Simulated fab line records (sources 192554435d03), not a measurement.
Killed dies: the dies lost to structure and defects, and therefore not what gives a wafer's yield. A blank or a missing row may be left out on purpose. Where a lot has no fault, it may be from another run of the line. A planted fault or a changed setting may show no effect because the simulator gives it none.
fab line records ; flow n5_finfet
[record] lots = 10; wafers = 30; last_day = 17
route steps=1938 shown BEOL_M15@1811 TV_LITHO@1883 PASSIVATION@1901
lots untouched by any fault: they come from a run of this same line in which no faults occurred
start_h: start of the lot's first displayed wafer, in hours after the record's first day ; wait_h: how many hours have passed since the lot's step before this one ; " same as the row above ; L1.1+2: a single row standing in for several wafers ; - either no value or no given start ; * or withheld: withheld ; < > ~ a bound
route shown NAME@n: a module of which the file shows steps, and the number in the route of the first ; usual: mean and standard deviation over wafers with no fault ; same: alike in all rows ; chamber/n: place in a boat ; sites: the reading at each site ; _std_site: standard deviation across them ; _edge_site: outer sites' mean less inner sites' ; radius_mm: how far each site lies from the wafer's centre ; mask NAME#n: copy n ; behind: the most recent tool/chamber to have shaped the wafer ; hold: why the lot was held/for how many hours/how that ended ; device: the n, p or np transistor that did not switch ; end of line: tests of these same wafers at the route's end ; a step with no rows: only its recipe ; killed: dies that structure and defects cost at the first sort, which is not the same as the wafer's yield ; map: a wafer's dies, x killed, . not, _ none there
set.NAME: the run value of the setting; set.NAME@STEP: its run value at that earlier step ; model.NAME: the simulator's own value behind a step, which no gauge read
one table for each step of the route and one row for each wafer, over a sample of lots
services: when a tool's chamber went out of use (start_h, in hours from the record's first day, below 0 if earlier), for how many hours, and the reason
[[steps]]
[step N5_BEOL_M15_STRIP_36]
[recipe] chemistry = O2; power_w = 600; temp_c = 60; pressure_mtorr = 30; rf_frequency_hz = 6e+07; bias_power_w = 0; overash_fraction = 0.3; o2_flow_sccm = 225
[usual] drypump_motor_current_A = 5.5/0.44; o2_flow_sccm = 224.9/0.69; oes_product_au = 0.79/0.078; rf_vpp_V = 3.7/1; showerhead_plenum_p_Torr = 2.09/0.084; throttle_valve_pct = 16.6/0.3
lot.wafer;tool;chamber;start_h;wait_h;drypump_motor_current_A;o2_flow_sccm;oes_product_au;rf_hours_counter_h;rf_vpp_V;showerhead_plenum_p_Torr;throttle_valve_pct
L473.2;rie_diel-03;2;254.63;1.7;6.0;225.3;0.70;240;4.7;1.99;16.8
L473.3;rie_diel-03;3;254.63;1.7;5.9;226.8;0.86;47;3.6;2.13;16.5
L473.5;rie_diel-03;1;254.63;1.7;4.9;223.6;0.92;-;5.5;2.14;16.5
L474.2;rie_diel-05;1;274.09;9.0;5.5;224.6;0.72;189;5.9;2.01;16.6
L474.4;rie_diel-05;2;274.09;9.0;5.8;224.4;0.71;165;4.3;2.11;17.0
L474.6;rie_diel-05;1;274.09;9.0;5.5;225.4;0.74;-;3.7;2.01;16.6
L476.1;rie_diel-04;3;283.60;5.4;5.4;224.5;0.82;65;3.8;2.23;16.3
L476.2;rie_diel-04;0;283.60;5.4;6.3;224.6;0.81;77;3.8;2.02;16.8
L476.3;rie_diel-04;1;283.60;5.4;5.0;224.9;0.93;10;3.6;2.04;16.3
L479.4;rie_diel-04;3;300.50;0.6;5.4;224.6;0.82;70;3.1;2.23;16.3
L479.5;rie_diel-04;1;300.50;0.6;5.0;226.2;0.91;-;4.2;2.03;16.3
L479.6;rie_diel-04;0;300.50;0.6;6.3;224.6;0.82;-;3.0;2.02;16.8
L480.2;rie_diel-05;2;306.26;0.1;5.8;225.3;0.71;176;4.2;2.11;17.0
L480.3;rie_diel-05;3;306.26;0.1;5.5;225.0;0.79;110;3.3;2.12;16.9
L480.4;rie_diel-05;1;306.26;0.1;5.5;224.4;0.73;201;4.1;2.00;16.6
L482.1;rie_diel-05;1;320.13;1.8;5.5;224.6;0.72;206;5.0;2.00;16.6
L482.4;rie_diel-05;0;320.13;1.8;6.1;224.5;0.87;71;3.4;2.04;16.3
L482.5;rie_diel-05;1;320.13;1.8;5.5;223.7;0.72;-;3.8;2.00;16.6
L484.3;rie_diel-04;1;343.42;12.9;5.0;225.4;0.88;30;3.4;2.03;16.3
L484.5;rie_diel-04;1;343.42;12.9;5.0;225.2;0.90;-;4.3;2.03;16.3
L484.6;rie_diel-04;2;343.42;12.9;5.0;224.0;0.71;-;3.1;1.98;16.7
L487.1;rie_diel-03;1;343.46;1.8;4.9;225.5;0.84;57;5.0;2.13;16.6
L487.5;rie_diel-03;0;343.46;1.8;5.8;224.9;0.68;-;2.3;2.19;17.3
L487.6;rie_diel-03;1;343.46;1.8;4.9;225.8;0.85;-;2.4;2.13;16.6
L488.1;rie_diel-05;2;353.27;3.1;5.8;226.4;0.69;190;2.6;2.10;17.0
L488.2;rie_diel-05;1;353.27;3.1;5.5;225.5;0.72;215;4.5;2.00;16.6
L488.6;rie_diel-05;1;353.27;3.1;5.5;225.2;0.70;-;3.0;2.00;16.7
L493.2;rie_diel-04;1;387.74;1.3;5.0;224.7;0.85;45;3.4;2.02;16.4
L493.3;rie_diel-04;0;387.74;1.3;6.3;224.4;0.79;110;4.4;2.01;16.9
L493.4;rie_diel-04;1;387.74;1.3;5.0;225.1;0.86;-;4.2;2.02;16.4
[step N5_BEOL_M15_CMP_49]
[recipe] stop_on = SiO2; t_overpolish_s = 4.9; down_force_psi = 2; platen_rpm = 80; clearing_platen_down_force_psi = 2; clearing_platen_rpm = 80; post_cmp_clean = cu_alkaline; target_thk_nm = 850; clearing_platen_pad_velocity_m_s = 1.5917; pad_velocity_m_s = 1.5917
[usual] barrier_field_endpoint_s = 11.33/0.3; motor_current_A = 8.4/0.64; overpolish_run_s = 4.900/0.0089
lot.wafer;tool;chamber;start_h;wait_h;barrier_field_endpoint_s;motor_current_A;overpolish_run_s
L473.3;cmp-04;1;256.88;0.2;11.26;9.3;4.907
L473.2;cmp-04;2;256.88;0.2;11.32;8.4;4.888
L473.5;cmp-04;0;256.88;0.2;11.38;7.4;4.899
L474.4;cmp-02;3;275.95;0.2;11.38;8.4;4.918
L474.2;cmp-02;0;275.95;0.2;11.30;8.6;4.907
L474.6;cmp-02;3;275.95;0.2;11.47;8.5;4.914
L476.2;cmp-03;1;285.44;0.2;10.88;9.3;4.898
L476.3;cmp-03;3;285.44;0.2;11.13;7.3;4.892
L476.1;cmp-03;0;285.44;0.2;10.92;8.2;4.901
L479.4;cmp-02;1;302.46;0.2;11.50;8.5;4.899
L479.5;cmp-02;0;302.46;0.2;11.78;8.8;4.894
L479.6;cmp-02;1;302.46;0.2;11.69;8.9;4.886
L480.4;cmp-02;1;307.92;0.1;10.97;8.6;4.904
L480.3;cmp-02;3;307.92;0.1;11.78;8.9;4.908
L480.2;cmp-02;0;307.92;0.1;11.69;8.1;4.901
L482.4;cmp-04;2;322.70;0.2;11.19;8.5;4.882
L482.1;cmp-04;3;322.70;0.2;11.32;9.3;4.905
L482.5;cmp-04;1;322.70;0.2;11.35;9.1;4.911
L484.3;cmp-03;2;344.86;0.2;11.39;9.0;4.898
L484.6;cmp-03;2;344.86;0.2;11.45;8.8;4.892
L484.5;cmp-03;3;344.86;0.2;11.53;7.5;4.901
L487.1;cmp-02;1;344.93;0.3;11.00;9.0;4.899
L487.6;cmp-02;0;344.93;0.3;11.41;8.7;4.895
L487.5;cmp-02;1;344.93;0.3;11.15;9.1;4.908
L488.1;cmp-02;1;355.16;0.3;11.11;8.7;4.903
L488.2;cmp-02;2;355.16;0.3;11.20;7.0;4.896
L488.6;cmp-02;1;355.16;0.3;11.23;8.8;4.903
L493.2;cmp-02;3;389.21;0.2;11.34;8.6;4.905
L493.4;cmp-02;0;389.21;0.2;11.63;8.1;4.902
L493.3;cmp-02;2;389.21;0.2;11.33;7.2;4.906
[step N5_PASSIVATION_CD_MEAS_10]
[recipe] target_cd_nm = 3000; landing_energy_ev = 500; detector = se_inlens
[usual] cd_nm = 3001.7/2.2
lot.wafer;tool;chamber;start_h;wait_h;cd_nm
L473.2;cd_sem-01;0;266.35;-;2999.7
L473.3;cd_sem-01;0;266.35;-;3001.7
L473.5;cd_sem-01;0;266.35;-;3003.3
L474.2;cd_sem-03;0;286.64;-;3001.2
L474.4;cd_sem-03;0;286.64;-;3002.5
L474.6;cd_sem-03;0;286.64;-;3001.8
L476.1;cd_sem-01;0;291.47;-;3003.9
L476.2;cd_sem-01;0;291.47;-;3000.8
L476.3;cd_sem-01;0;291.47;-;3001.5
L479.4;cd_sem-01;0;310.13;-;3003.2
L479.5;cd_sem-01;0;310.13;-;3004.2
L479.6;cd_sem-01;0;310.13;-;3003.3
L480.2;cd_sem-02;0;315.95;-;2999.4
L480.3;cd_sem-02;0;315.95;-;2998.6
L480.4;cd_sem-02;0;315.95;-;3002.8
L482.1;cd_sem-03;0;331.95;-;3004.4
L482.4;cd_sem-03;0;331.95;-;3002.4
L482.5;cd_sem-03;0;331.95;-;3000.8
L484.3;cd_sem-02;0;351.69;-;3003.3
L484.5;cd_sem-02;0;351.69;-;3001.6
L484.6;cd_sem-02;0;351.69;-;3000.4
L487.1;cd_sem-03;0;351.85;-;3003.5
L487.5;cd_sem-03;0;351.85;-;2999.4
L487.6;cd_sem-03;0;351.85;-;3005.3
L488.1;cd_sem-01;0;362.59;-;2999.1
L488.2;cd_sem-01;0;362.59;-;3003.5
L488.6;cd_sem-01;0;362.59;-;3001.7
L493.2;cd_sem-01;0;400.42;-;3001.7
L493.3;cd_sem-01;0;400.42;-;2998.5
L493.4;cd_sem-01;0;400.42;-;2998.0
[step N5_PASSIVATION_EXPOSE_27]
[recipe] mask_id = PAD; na = 0.55; source_shape = conventional; sigma_outer = 0.8; polarization = unpolarized; defocus_nm = 0; dose_mj = 32.3
[usual] exposure_dose_mJ_cm2 = 32.30/0.031; focus_offset_nm = 0.0/0.51
[same] na = 0.55
lot.wafer;tool;chamber;start_h;wait_h;mask;exposure_dose_mJ_cm2;focus_offset_nm
L473.2;krf_scanner-02;0;268.32;-;PAD#0;32.26;-0.1
L473.3;krf_scanner-02;0;268.32;-;PAD#0;32.28;0.0
L473.5;krf_scanner-02;0;268.32;-;PAD#0;32.27;0.3
L474.2;krf_scanner-01;0;288.47;-;PAD#0;32.28;-0.2
L474.4;krf_scanner-01;0;288.47;-;PAD#0;32.30;0.5
L474.6;krf_scanner-01;0;288.47;-;PAD#0;32.28;0.6
L476.1;krf_scanner-02;0;293.06;-;PAD#0;32.32;-0.3
L476.2;krf_scanner-02;0;293.06;-;PAD#0;32.28;0.3
L476.3;krf_scanner-02;0;293.06;-;PAD#0;32.26;0.1
L479.4;krf_scanner-01;0;311.59;-;PAD#0;32.33;0.7
L479.5;krf_scanner-01;0;311.59;-;PAD#0;32.26;0.7
L479.6;krf_scanner-01;0;311.59;-;PAD#0;32.22;0.8
L480.2;krf_scanner-01;0;317.27;-;PAD#0;32.31;0.2
L480.3;krf_scanner-01;0;317.27;-;PAD#0;32.26;0.7
L480.4;krf_scanner-01;0;317.27;-;PAD#0;32.32;0.0
L482.1;krf_scanner-01;0;333.56;-;PAD#0;32.97;0.5
L482.4;krf_scanner-01;0;333.56;-;PAD#0;32.88;0.4
L482.5;krf_scanner-01;0;333.56;-;PAD#0;32.91;0.2
L484.3;krf_scanner-01;0;353.61;-;PAD#0;32.89;0.0
L484.5;krf_scanner-01;0;353.61;-;PAD#0;32.93;0.5
L484.6;krf_scanner-01;0;353.61;-;PAD#0;32.89;-0.5
L487.1;krf_scanner-02;0;353.81;-;PAD#0;32.31;-0.1
L487.5;krf_scanner-02;0;353.81;-;PAD#0;32.30;0.0
L487.6;krf_scanner-02;0;353.81;-;PAD#0;32.31;0.0
L488.1;krf_scanner-02;0;364.38;-;PAD#0;32.41;-0.1
L488.2;krf_scanner-02;0;364.38;-;PAD#0;32.31;0.4
L488.6;krf_scanner-02;0;364.38;-;PAD#0;32.28;0.5
L493.2;krf_scanner-02;0;402.02;-;PAD#0;32.30;-0.4
L493.3;krf_scanner-02;0;402.02;-;PAD#0;32.31;-0.9
L493.4;krf_scanner-02;0;402.02;-;PAD#0;32.31;-0.1
[step N5_PASSIVATION_PROBE_49]
[usual] defect_limited_yield = 91.2/1.3; killed_at_M0_to_M3 = 34/10; killed_at_M4_up = 13/4.6; killed_at_contacts = 13/5.5; killed_at_front_end = 41/12; killed_at_other = 2.8/2.4; killed_dies = 104/16; killed_open = 67/12; killed_short = 33/7.2; sort_bin_4_leakage = 0.00/0.012; sort_bin_5_function = 5.1/0.86; sort_bin_6_memory = 3.3/0.62; sort_n_pass = 1076/16; sort_yield_pct = 91.2/1.3
[same] gross_dies = 1180; killed_at_back_side = 0; sort_bin_8_speed[%] = 0
lot.wafer;tool;chamber;start_h;wait_h;defect_limited_yield[%];killed_at_M0_to_M3;killed_at_M4_up;killed_at_contacts;killed_at_front_end;killed_at_other;killed_dies;killed_open;killed_short;sort_bin_4_leakage[%];sort_bin_5_function[%];sort_bin_6_memory[%];sort_n_pass;sort_yield_pct[%]
L484.5;prober-01;-;360.67;1.1;89.2;48;17;15;47;0;127;83;33;0;6.5;3.1;1053;89.2
// killed by level:class
L484.5 BEOL_M2:geometric_particle:open=12 FIN_SAQP:geometric_particle:open=10 STI_FIN_REVEAL:geometric_particle:open=10 MOL_CONTACT_COAG:geometric_particle:open=10 HKMG_FIN:area_etch=10 BEOL_M3:geometric_particle:open=9 BEOL_M4:geometric_particle:open=6 BEOL_M1:geometric_particle:open=6
[[services]]
tool;chamber;start_h;hours;kind
krf_scanner-01;-;236.76;1.3;pm
cmp-04;-;239.55;1.1;repair
krf_scanner-02;-;240.63;1.0;pm
rie_diel-05;-;243.98;0.4;repair
rie_diel-05;1;248.26;8.4;repair
rie_diel-05;-;265.91;4.3;pm
cmp-04;-;270.86;6.2;pm
krf_scanner-02;-;281.41;0.8;pm
rie_diel-05;-;283.06;1.3;repair
cmp-03;-;296.21;4.0;pm
cmp-02;-;297.12;0.5;repair
krf_scanner-01;-;304.61;4.0;pm
rie_diel-04;2;310.40;11.5;repair
cmp-02;-;321.56;0.3;repair
krf_scanner-01;-;321.71;0.6;repair
krf_scanner-02;-;334.23;3.6;pm
rie_diel-05;0;359.28;1.5;repair
krf_scanner-01;-;367.62;0.8;pm
krf_scanner-02;-;370.47;0.9;repair
rie_diel-05;3;373.86;6.3;repair
krf_scanner-02;-;374.38;1.3;pm
rie_diel-04;2;377.70;15.9;repair
cmp-02;-;393.56;1.6;repair
krf_scanner-01;-;398.35;1.0;pm
[[key]]
[first_sign] step = N5_PASSIVATION_EXPOSE_27; reading = exposure_dose_mJ_cm2; direction = up; sigmas = 20; usual = 32.30; struck = 32.91
effect none on later readings
met_at N5_PASSIVATION_EXPOSE_27
struck_lots L482,L484
[baseline_loss] step = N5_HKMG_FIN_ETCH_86; wafers = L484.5
not_acting_at N5_BEOL_M15_STRIP_36,N5_BEOL_M15_CMP_49,N5_PASSIVATION_CD_MEAS_10
onset_between 317.27 333.56
[fault] kind = process_parameter_drift; tool = krf_scanner-01; chamber = -; onset_h = 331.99; steps = N5_PASSIVATION_EXPOSE_27; channel = dose_mj; offset = 0.62253; shape = step; acts_in = these_recipes_only; stated = 32.3
// baseline_loss: these wafers lose ten dies or more at that step, a loss of the line's own and not of a fault; the sort's usual values leave them out
